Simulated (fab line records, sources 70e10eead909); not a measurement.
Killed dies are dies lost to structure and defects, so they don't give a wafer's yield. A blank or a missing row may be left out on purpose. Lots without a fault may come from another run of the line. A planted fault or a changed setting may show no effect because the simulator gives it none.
fab line records | flow nand_harc
record lots=10 wafers=30 last_day=33
route steps=1302 shown A_CHANNEL_HOLE_D1@471 END@1302
lots that met no fault: from a run of the same line without faults
start_h: hours from the record's first day to the start of the lot's first wafer shown | wait_h: hours since the lot's step before | " the same as in the row above | L1.1+2: a row that stands for several wafers | - no value, or no start given | * or withheld: withheld | < > ~ a bound
route shown NAME@n: a module of which the file shows steps, and the number in the route of the first | usual: mean/standard deviation of fault-free wafers | same: alike in all rows | chamber/n: place in a boat | sites: the reading at each site | _std_site: their standard deviation | _edge_site: outer sites' mean less inner sites' | radius_mm: how far each site lies from the wafer's centre | mask NAME#n: copy n | behind: the tool/chamber that last shaped the wafer | hold: why the lot was held/for how many hours/how that ended | device: the transistor (n, p or np) that didn't switch | end of line: the same wafers' tests at the end of the route | a step without rows: its recipe alone | killed: dies lost to structure and defects at the first sort, not the wafer's yield | map: a wafer's dies, x killed, . not, _ none there
set.NAME: the setting as run; set.NAME@STEP: as run at that earlier step | model.NAME: the simulator's own value behind a step, which no gauge read
steps of the route over a sample of lots; a table a step, a row a wafer
services: from which hour (start_h, from the record's first day; less than 0 if before it) a tool's chamber was out of use, for how many hours, and why
## steps
# step NHARC_A_CHANNEL_HOLE_D1_ETCH_19
# recipe bias_v=1200 source_w=2500 pressure_mtorr=15 time_s=34.5 ar_flow_sccm=375 c4f8_flow_sccm=28.8 o2_flow_sccm=96.2 temp_c=-20 target_depth_a=* chemistry=C4F8/O2/Ar
# usual bias_v=1199/12 chamber_pressure_mTorr=15.000/0.013 drypump_motor_current_A=5.8/0.69 showerhead_plenum_p_Torr=3.74/0.15 throttle_valve_pct=37.038/0.0084
# columns lot.wafer tool chamber start_h wait_h bias_v chamber_pressure_mTorr drypump_motor_current_A rf_hours_counter_h showerhead_plenum_p_Torr throttle_valve_pct
L413.2 har_etch-01 0 183.11 0.4 1196 15.028 4.9 84 3.78 37.042
L413.1 " 1 " " 1194 14.981 5.3 84 3.94 37.044
L413.6 " 0 " " 1203 15.014 4.9 - 3.78 37.049
L414.1 har_etch-02 1 189.05 0.1 1191 15.010 6.1 298 3.81 37.032
L414.3 " 1 " " 1203 14.999 6.1 - 3.81 37.043
L414.6 " 0 " " 1194 14.996 6.7 - 3.51 37.033
L415.2 har_etch-02 1 205.07 1.2 1174 14.982 6.1 305 3.81 37.039
L415.3 " 0 " " 1202 15.004 6.7 - 3.51 37.044
L415.4 " 1 " " 1203 15.014 6.1 - 3.81 37.025
L417.4 har_etch-01 0 231.24 0.6 1226 14.979 4.9 - 3.76 37.044
L417.6 " 1 " " 1196 14.999 5.4 - 3.92 37.043
L417.5 " 0 " " 1227 14.978 4.9 - 3.76 37.049
L423.2 har_etch-02 0 284.54 0.1 1203 15.000 6.7 356 3.48 37.037
L423.3 " 0 " " 1185 15.009 6.7 - 3.48 37.045
L423.5 " 1 " " 1213 14.989 6.1 - 3.79 37.041
L427.1 har_etch-02 1 325.77 0.5 1199 15.001 6.1 371 3.77 37.031
L427.3 " 1 " " 1201 14.987 6.1 - 3.77 37.056
L427.4 " 1 " " 1197 14.998 6.1 - 3.77 37.041
L429.1 har_etch-02 1 347.92 0.1 1175 15.009 6.1 386 3.76 37.045
L429.3 " 1 " " 1192 15.016 6.1 - 3.76 37.033
L429.5 " 1 " " 1187 14.974 6.1 - 3.76 37.038
L430.1 har_etch-01 0 348.50 0.2 1191 15.013 5.0 179 3.72 37.031
L430.2 " 1 " " 1185 15.006 5.4 179 3.88 37.033
L430.5 " 1 " " 1210 14.990 5.4 - 3.88 37.028
L435.1 har_etch-01 0 396.09 0.1 1206 15.009 4.9 214 3.70 37.037
L435.3 " 1 " " 1171 15.021 5.4 - 3.86 37.047
L435.6 " 0 " " 1186 14.989 4.9 - 3.70 37.036
L436.1 har_etch-02 0 418.99 0.1 1201 15.010 6.7 15 3.98 37.022
L436.2 " 1 " " 1198 15.012 6.1 15 3.74 37.028
L436.4 " 0 " " 1208 15.007 6.7 - 3.98 37.047
# step NHARC_A_CHANNEL_HOLE_D1_ETCH_22
# recipe bias_v=3000 source_w=withheld pressure_mtorr=20 time_s=666.7 ar_flow_sccm=375 c4f8_flow_sccm=89.3 o2_flow_sccm=35.7 temp_c=-20 target_depth_a=16000 chemistry=C4F8/O2/Ar
# usual chamber_pressure_mTorr=19.999/0.02 drypump_motor_current_A=5.8/0.68 showerhead_plenum_p_Torr=3.70/0.14 throttle_valve_pct=32.155/0.0087
# columns lot.wafer tool chamber start_h wait_h chamber_pressure_mTorr drypump_motor_current_A rf_hours_counter_h showerhead_plenum_p_Torr throttle_valve_pct
L413.2 har_etch-01 0 183.98 0.4 19.982 4.9 85 3.73 32.163
L413.1 " 1 " " 20.045 5.3 85 3.89 32.157
L413.6 " 0 " " 20.011 4.9 - 3.73 32.155
L414.1 har_etch-02 1 189.92 0.4 19.991 6.1 299 3.76 32.168
L414.3 " 1 " " 20.006 6.1 - 3.76 32.156
L414.6 " 0 " " 19.968 6.7 - 3.48 32.142
L415.2 har_etch-02 1 206.01 0.4 20.005 6.1 306 3.76 32.143
L415.3 " 0 " " 20.018 6.7 - 3.47 32.151
L415.4 " 1 " " 19.984 6.1 - 3.76 32.150
L417.4 har_etch-01 0 232.34 0.4 20.018 4.9 - 3.71 32.137
L417.6 " 1 " " 19.983 5.3 - 3.87 32.171
L417.5 " 0 " " 19.983 5.0 - 3.71 32.156
L423.2 har_etch-02 0 285.41 0.4 20.047 6.7 357 3.45 32.140
L423.3 " 0 " " 20.012 6.7 - 3.45 32.174
L423.5 " 1 " " 19.998 6.1 - 3.74 32.163
L427.1 har_etch-02 1 327.49 0.7 19.954 6.1 372 3.72 32.151
L427.3 " 1 " " 19.990 6.1 - 3.72 32.152
L427.4 " 1 " " 20.007 6.1 - 3.72 32.154
L429.1 har_etch-02 1 348.86 0.4 19.991 6.1 387 3.72 32.149
L429.3 " 1 " " 19.982 6.1 - 3.72 32.151
L429.5 " 1 " " 20.016 6.1 - 3.72 32.147
L430.1 har_etch-01 0 349.38 0.4 19.996 4.9 180 3.68 32.145
L430.2 " 1 " " 19.990 5.4 180 3.83 32.164
L430.5 " 1 " " 19.971 5.4 - 3.83 32.157
L435.1 har_etch-01 0 396.95 0.4 19.971 4.9 214 3.66 32.169
L435.3 " 1 " " 20.009 5.3 - 3.81 32.162
L435.6 " 0 " " 20.021 4.9 - 3.66 32.146
L436.1 har_etch-02 0 419.86 0.4 19.977 6.7 16 3.92 32.162
L436.2 " 1 " " 20.021 6.1 16 3.70 32.168
L436.4 " 0 " " 20.004 6.7 - 3.92 32.162
# step NHARC_A_CHANNEL_HOLE_D1_ETCH_23
# recipe bias_v=5000 source_w=withheld pressure_mtorr=20 time_s=819 ar_flow_sccm=375 c4f8_flow_sccm=89.3 o2_flow_sccm=35.7 temp_c=-20 target_depth_a=16000 chemistry=C4F8/O2/Ar
# usual chamber_pressure_mTorr=20.001/0.017 drypump_motor_current_A=5.8/0.68 showerhead_plenum_p_Torr=3.70/0.14 throttle_valve_pct=32.154/0.0089
# columns lot.wafer tool chamber start_h wait_h chamber_pressure_mTorr drypump_motor_current_A rf_hours_counter_h showerhead_plenum_p_Torr throttle_valve_pct
L413.2 har_etch-01 0 184.55 0.5 20.010 4.9 86 3.73 32.156
L413.1 " 1 " " 20.000 5.4 86 3.88 32.157
L413.6 " 0 " " 20.024 5.0 - 3.73 32.147
L414.1 har_etch-02 1 190.47 0.5 20.014 6.1 299 3.76 32.152
L414.3 " 1 " " 19.997 6.1 - 3.76 32.161
L414.6 " 0 " " 20.004 6.7 - 3.48 32.152
L415.2 har_etch-02 1 206.60 0.5 20.007 6.1 307 3.76 32.161
L415.3 " 0 " " 19.999 6.7 - 3.47 32.165
L415.4 " 1 " " 19.991 6.1 - 3.76 32.159
L417.4 har_etch-01 0 232.97 0.5 19.999 5.0 - 3.72 32.145
L417.6 " 1 " " 20.008 5.4 - 3.87 32.136
L417.5 " 0 " " 20.028 4.9 - 3.72 32.144
L423.2 har_etch-02 0 285.98 0.5 20.003 6.7 357 3.45 32.141
L423.3 " 0 " " 19.974 6.7 - 3.45 32.150
L423.5 " 1 " " 20.007 6.1 - 3.74 32.165
L427.1 har_etch-02 1 328.62 0.9 20.005 6.1 374 3.72 32.168
L427.3 " 1 " " 19.982 6.1 - 3.72 32.161
L427.4 " 1 " " 20.004 6.1 - 3.72 32.158
L429.1 har_etch-02 1 349.45 0.5 20.012 6.1 388 3.72 32.160
L429.3 " 1 " " 20.022 6.1 - 3.72 32.167
L429.5 " 1 " " 19.985 6.1 - 3.72 32.155
L430.1 har_etch-01 0 349.94 0.5 20.005 4.9 180 3.68 32.160
L430.2 " 1 " " 20.003 5.4 180 3.83 32.159
L430.5 " 1 " " 20.004 5.3 - 3.83 32.152
L435.1 har_etch-01 0 397.51 0.5 20.017 4.9 215 3.66 32.154
L435.3 " 1 " " 19.990 5.4 - 3.81 32.136
L435.6 " 0 " " 20.014 4.9 - 3.66 32.136
L436.1 har_etch-02 0 420.43 0.5 20.014 6.7 17 3.92 32.163
L436.2 " 1 " " 19.996 6.1 17 3.70 32.153
L436.4 " 0 " " 20.021 6.7 - 3.92 32.158
# step NHARC_A_CHANNEL_HOLE_D1_ETCH_44
# recipe target_depth_a=1400 overetch_a=140 time_s=77 ion_energy_ev=100 cf4_flow_sccm=80 o2_flow_sccm=20 ar_flow_sccm=0 rf_w=300 bias_w=100 chemistry=CF4/O2
# usual chamber_pressure_mTorr=30.001/0.027 drypump_motor_current_A=5.7/0.48 oes_product_au=0.996/0.0078 rf_vpp_V=197.8/1.2 showerhead_plenum_p_Torr=1.34/0.042 throttle_valve_pct=13.397/0.008
# columns lot.wafer tool chamber start_h wait_h chamber_pressure_mTorr drypump_motor_current_A oes_product_au rf_hours_counter_h rf_vpp_V showerhead_plenum_p_Torr throttle_valve_pct
L413.1 rie_diel-05 3 187.85 0.1 29.992 5.3 1.002 38 197.5 1.30 13.404
L413.2 " 1 " " 29.967 6.1 0.996 39 197.4 1.27 13.391
L413.6 " 3 " " 30.003 5.3 1.004 - 197.0 1.30 13.395
L414.3 rie_diel-12 1 193.78 0.1 30.009 5.1 0.997 7 197.9 1.32 13.408
L414.1 " 2 " " 30.004 5.7 0.995 7 197.0 1.31 13.396
L414.6 " 1 " " 30.003 5.1 0.997 - 197.0 1.32 13.410
L415.4 rie_diel-12 1 209.79 0.1 30.023 5.2 0.988 8 196.2 1.32 13.395
L415.3 " 2 " " 29.986 5.7 0.996 9 195.9 1.31 13.399
L415.2 " 0 " " 30.006 6.5 0.980 8 199.8 1.39 13.382
L417.4 rie_diel-12 3 235.93 0.1 29.988 6.1 0.984 10 196.2 1.30 13.400
L417.5 " 1 " " 30.012 5.1 0.994 - 196.4 1.32 13.393
L417.6 " 2 " " 30.004 5.7 1.001 - 196.5 1.31 13.397
L423.3 rie_diel-12 1 289.25 0.0 30.011 5.1 0.988 1 197.7 1.32 13.401
L423.2 " 3 " " 29.988 6.1 1.004 1 196.8 1.30 13.388
L423.5 " 2 " " 29.987 5.7 0.999 - 198.4 1.30 13.389
L427.4 rie_diel-12 2 334.62 0.1 30.020 5.7 0.990 5 196.4 1.30 13.399
L427.3 " 3 " " 30.004 6.0 0.997 6 198.3 1.29 13.397
L427.1 " 0 " " 29.958 6.5 0.992 6 198.3 1.38 13.393
L429.3 rie_diel-12 0 352.63 0.1 30.056 6.5 0.989 8 198.9 1.38 13.393
L429.1 " 2 " " 30.028 5.7 0.993 7 197.4 1.30 13.408
L429.5 " 0 " " 29.995 6.5 0.989 - 198.8 1.38 13.383
L430.1 rie_diel-05 2 353.21 0.1 30.028 4.9 1.000 43 198.9 1.41 13.393
L430.2 " 3 " " 30.004 5.3 1.005 39 196.4 1.29 13.387
L430.5 " 2 " " 30.002 4.9 0.993 - 197.7 1.41 13.390
L435.1 rie_diel-01 0 400.80 0.1 30.010 5.4 1.005 3 200.0 1.36 13.409
L435.3 " 1 " " 29.988 6.1 0.997 3 199.3 1.42 13.394
L435.6 " 3 " " 29.998 5.8 1.007 - 197.2 1.36 13.386
L436.4 rie_diel-12 1 423.71 0.1 29.952 5.1 0.994 12 196.8 1.32 13.397
L436.1 " 3 " " 30.065 6.0 0.994 13 199.2 1.29 13.393
L436.2 " 0 " " 29.973 6.4 0.987 13 198.1 1.38 13.390
# step NHARC_A_CHANNEL_HOLE_D1_INSPECT_40
# usual raw_defect_count=75/26
# columns lot.wafer tool chamber start_h wait_h raw_defect_count
L413.1 defect_inspect-02 - 188.83 - 51
L413.2 " - " " 74
L413.6 " - " " 55
L414.1 defect_inspect-02 - 194.76 - 71
L414.3 " - " " 80
L414.6 " - " " 99
L415.2 defect_inspect-01 - 210.78 - 89
L415.3 " - " " 98
L415.4 " - " " 96
L417.4 defect_inspect-02 - 236.90 - 52
L417.5 " - " " 47
L417.6 " - " " 74
L423.2 defect_inspect-01 - 290.24 - 128
L423.3 " - " " 106
L423.5 " - " " 102
L427.1 defect_inspect-01 - 335.59 - 1138
L427.3 " - " " 1154
L427.4 " - " " 1195
L429.1 defect_inspect-01 - 353.62 - 1140
L429.3 " - " " 1229
L429.5 " - " " 1196
L430.1 defect_inspect-02 - 354.21 - 29
L430.2 " - " " 57
L430.5 " - " " 59
L435.1 defect_inspect-02 - 401.78 - 56
L435.3 " - " " 70
L435.6 " - " " 74
L436.1 defect_inspect-01 - 424.70 - 51
L436.2 " - " " 61
L436.4 " - " " 21
# step NHARC_END_SORT_01
# recipe temp_c=25
# usual killed_at_array=46/15 killed_at_other=0.8/1.1 killed_at_periphery=4.0/2.9 killed_dies=50/15 killed_open=3.2/1.8 killed_short=2.3/1.6
# same gross_dies=677
# columns lot.wafer tool chamber start_h wait_h killed_at_array killed_at_other killed_at_periphery killed_dies killed_open killed_short
L427.1 prober-01 0 713.36 2.5 100 0 1 101 0 6
L427.3 prober-01 0 714.98 3.1 121 1 0 122 4 3
L427.4 prober-01 0 715.79 3.4 120 0 5 125 3 2
L429.1 prober-01 0 741.19 2.5 95 0 3 98 2 4
L429.3 prober-01 0 742.81 3.1 96 0 1 97 1 3
L429.5 prober-01 0 744.42 3.7 99 1 4 104 2 2
# killed by level:class
L427.1 A_CHANNEL_HOLE_D1:unspecified=52 A_SLIT:chamber_film_flake=19 A_CHANNEL_HOLE_D2:chamber_film_flake=17 A_CONTACT:chamber_film_flake=5 A_WL_FILL:geometric_particle:short=3 A_CHANNEL_FILL_D2:geometric_particle:short=2 A_CHANNEL_HOLE_D1:chamber_film_flake=2 P_CONTACT:geometric_particle:short=1
L427.3 A_CHANNEL_HOLE_D1:unspecified=56 A_CHANNEL_HOLE_D2:chamber_film_flake=26 A_SLIT:chamber_film_flake=21 A_CHANNEL_HOLE_D1:chamber_film_flake=5 A_CONTACT:chamber_film_flake=4 A_CHANNEL_FILL_D1:geometric_particle:short=1 A_CHANNEL_FILL_D1:geometric_particle:open=1 A_CHANNEL_FILL_D2:geometric_particle:open=1
L427.4 A_CHANNEL_HOLE_D1:unspecified=61 A_CHANNEL_HOLE_D2:chamber_film_flake=23 A_SLIT:chamber_film_flake=23 A_CHANNEL_HOLE_D1:chamber_film_flake=2 A_DECK1_JOINT:chamber_film_flake=2 A_CONTACT:chamber_film_flake=2 A_STAIRCASE:chamber_film_flake=2 P_GATE:geometric_particle:open=1
L429.1 A_CHANNEL_HOLE_D1:unspecified=58 A_CHANNEL_HOLE_D2:chamber_film_flake=18 A_STAIRCASE:chamber_film_flake=4 P_GATE:chamber_film_flake=2 A_CHANNEL_HOLE_D1:chamber_film_flake=2 A_CHANNEL_FILL_D2:chamber_film_flake=2 A_WL_FILL:chamber_film_flake=2 A_CONTACT:chamber_film_flake=2
L429.3 A_CHANNEL_HOLE_D1:unspecified=61 A_CHANNEL_HOLE_D2:chamber_film_flake=17 A_CONTACT:chamber_film_flake=4 A_CHANNEL_HOLE_D1:chamber_film_flake=3 A_SLIT:chamber_film_flake=3 A_STAIRCASE:chamber_film_flake=3 A_CHANNEL_HOLE_D2:geometric_particle:short=1 A_CHANNEL_FILL_D2:geometric_particle:short=1
L429.5 A_CHANNEL_HOLE_D1:unspecified=62 A_CHANNEL_HOLE_D2:chamber_film_flake=18 A_CHANNEL_FILL_D2:chamber_film_flake=4 A_STAIRCASE:chamber_film_flake=4 P_M0:chamber_film_flake=3 A_CHANNEL_HOLE_D1:chamber_film_flake=3 A_CONTACT:chamber_film_flake=3 A_CHANNEL_FILL_D2:geometric_particle:short=1
## services
# columns tool chamber start_h hours kind
rie_diel-12 3 161.16 6.3 repair
rie_diel-01 2 195.52 3.9 repair
har_etch-01 - 204.37 0.4 repair
rie_diel-01 - 204.57 9.0 pm
rie_diel-12 0 221.18 11.2 repair
rie_diel-01 - 221.83 0.6 repair
har_etch-02 1 227.59 - consumable_replace:focus_ring
har_etch-02 1 227.59 17.0 scheduled_down
har_etch-02 1 227.59 17.0 vent_cycle
rie_diel-05 - 229.62 9.0 pm
rie_diel-12 3 240.37 8.1 repair
rie_diel-05 3 247.37 4.5 repair
rie_diel-12 - 268.40 9.0 pm
har_etch-01 - 273.77 1.6 repair
har_etch-02 0 315.83 - consumable_replace:focus_ring
har_etch-02 0 315.83 17.0 scheduled_down
har_etch-02 0 315.83 17.0 vent_cycle
rie_diel-12 3 337.64 1.8 repair
har_etch-01 - 337.73 0.1 repair
rie_diel-01 - 352.43 0.6 repair
har_etch-02 - 377.07 17.0 pm
rie_diel-01 - 381.64 9.0 pm
rie_diel-12 1 393.93 9.4 repair
rie_diel-05 - 406.83 9.0 pm
## key
first_sign step=NHARC_A_CHANNEL_HOLE_D1_INSPECT_40 reading=raw_defect_count direction=up sigmas=42 usual=75 struck=1175
effect step=NHARC_END_SORT_01 reading=killed_at_array direction=up sigmas=3.9 usual=46 struck=105
more_kills_born_at NHARC_A_CHANNEL_HOLE_D1_ETCH_19@har_etch-02=222
met_at NHARC_A_CHANNEL_HOLE_D1_ETCH_19
struck_lots L427,L429
tester_left_out L427,L429
not_acting_at NHARC_A_CHANNEL_HOLE_D1_ETCH_22,NHARC_A_CHANNEL_HOLE_D1_ETCH_23,NHARC_A_CHANNEL_HOLE_D1_ETCH_44
onset_between 284.54 325.77
fault kind=chamber_particle_source tool=har_etch-02 chamber=- onset_h=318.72 steps=NHARC_A_CHANNEL_HOLE_D1_ETCH_19 rate_per_visit_cm2=1.689 end_h=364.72
# tester_left_out: of these lots the tester's yield and bins aren't shown, on N5 and GAA mostly nor the transistor test; their killed dies are dies lost to structure and defects alone, not to doping, threshold or leakage, so they don't give the yield
